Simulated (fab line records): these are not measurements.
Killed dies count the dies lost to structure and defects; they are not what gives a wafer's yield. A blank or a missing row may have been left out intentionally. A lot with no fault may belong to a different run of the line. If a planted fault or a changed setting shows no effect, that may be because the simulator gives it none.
Chamber matching	flow n5 finfet	pecvd-02 running N5_ZERO_LAYER_PECVD_02: 3 sister chambers
The step deposits SiO2 from SiH4/N2O, target thk 10 nm, time 6 s. 3 wafers are shown with their chamber, then 7 later ones without.

== WAFERS PAIRED WITH THEIR CHAMBERS ==
wafer	chamber	showerhead vpp V (V)
L081.4	2	1035
L082.1	0	944
L091.4	1	948

== WAFERS WHOSE CHAMBER IS MISSING ==
wafer	showerhead vpp V (V)
L091.5	1035
L092.1	934
L092.2	933
L092.3	1041
L095.3	949
L095.4	1050
L095.5	946

== EACH ONE'S CHAMBER ==
wafer	from the rows above	in truth
L091.5	2	2
L092.1	can't be placed: 0 or 1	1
L092.2	can't be placed: 0 or 1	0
L092.3	2	2
L095.3	can't be placed: 1 or 0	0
L095.4	2	2
L095.5	can't be placed: 0 or 1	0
Correctly placed: 3 of 7. These rows do not allow placing 4 (true chamber among the candidates in 4). 0 placed wrongly.
How it was worked out, from the rows above alone: a wafer's distance from a chamber is the root of the sum, over the readings, of the square of ((its reading less the chamber's mean) divided by the reading's scatter). If the next closest chamber is less than 2 further off than the closest, the wafer can't be placed; otherwise it belongs to the closest. A chamber's mean is the mean of its shown wafers. The scatter: root of mean squared gap, hidden wafer to nearest shown wafer, with one shown wafer a chamber.
